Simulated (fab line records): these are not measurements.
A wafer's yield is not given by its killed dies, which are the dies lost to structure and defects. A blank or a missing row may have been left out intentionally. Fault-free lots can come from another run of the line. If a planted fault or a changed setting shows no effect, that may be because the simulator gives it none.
What tool caused it?	flow nand_harc	6 lots, 18 wafers sampled, at 5 steps of a route of 1302

WHAT EACH GAUGE READ, for each wafer
NHARC_END_SORT_01.
lot	measured	on	killed_at_periphery
L888	day 25 09:16	prober-02	3 10 7
L892	day 27 01:37	prober-02	8 7 8
L902	day 30 04:23	prober-01	9 7 4

WHAT TOOL EACH LOT RAN ON (gives the tool, then ch and the chambers of the sampled wafers, and finally the start)
lot	NHARC_A_STAIRCASE_STRIP_171	NHARC_A_STAIRCASE_TRIM_16	NHARC_A_STAIRCASE_TRIM_24	NHARC_A_STAIRCASE_STRIP_175
L888	plasma_asher-02 ch 0, day 15 15:29	rie_diel-09 ch 1,2,3, day 15 19:06 or earlier	rie_diel-09 ch 0,3, day 15 19:06	plasma_asher-02 ch 0,1, day 15 19:41
L892	plasma_asher-02 ch 0,1, day 17 23:34	rie_diel-02 ch 0,2,3, day 18 02:40 or earlier	rie_diel-09 ch 2,3, day 18 02:40	plasma_asher-01 ch 0,1, day 18 03:17
L902	plasma_asher-01 ch 0,1, day 21 16:39	rie_diel-02 ch 1,2,3, day 21 20:54 or earlier	rie_diel-13 ch 0,1,3, day 21 20:54	plasma_asher-01 ch 0,1, day 21 21:35
L906	plasma_asher-02 ch 0,1, day 22 22:51	rie_diel-09 ch 0,1,2, day 23 03:08 or earlier	rie_diel-09 ch 0,1,2, day 23 03:08	plasma_asher-02 ch 0,1, day 23 03:47
L908	plasma_asher-01 ch 0,1, day 24 05:28	rie_diel-13 ch 1,3, day 24 08:34 or earlier	rie_diel-13 ch 0,1,2, day 24 08:34	plasma_asher-02 ch 0,1, day 24 09:12
L910	plasma_asher-02 ch 0,1, day 24 22:38	rie_diel-09 ch 0,1,3, day 25 04:11 or earlier	rie_diel-09 ch 1,3, day 25 04:11	plasma_asher-01 ch 1, day 25 04:47
- NHARC_A_STAIRCASE_STRIP_171: strips in O2.
- NHARC_A_STAIRCASE_TRIM_16: chemistry O2, time 211.2 s.
- NHARC_A_STAIRCASE_TRIM_24: chemistry O2, time 211.2 s.
- NHARC_A_STAIRCASE_STRIP_175: strips in O2.

THE ANSWER, worked out from the rows above alone
Rule: what is usual is taken from the lots themselves. The widest of any qualifying gaps counts: lots, ordered by their means at a reading, are off when they make up no more than a third of the lots, leave a main group of 4 or more, and stand apart from it by 3 or more times the standard deviation of that group's means. A main group whose means are all the same, to the digits that the tables above print for the reading, isn't used. A lot without any number at a reading at which 4 lots or more have one is off too. All remaining lots with rows at the step are treated as sound.
No lot is off at any reading shown: from this, nothing can be told.

WHAT WAS PUT IN BY THE SIMULATOR
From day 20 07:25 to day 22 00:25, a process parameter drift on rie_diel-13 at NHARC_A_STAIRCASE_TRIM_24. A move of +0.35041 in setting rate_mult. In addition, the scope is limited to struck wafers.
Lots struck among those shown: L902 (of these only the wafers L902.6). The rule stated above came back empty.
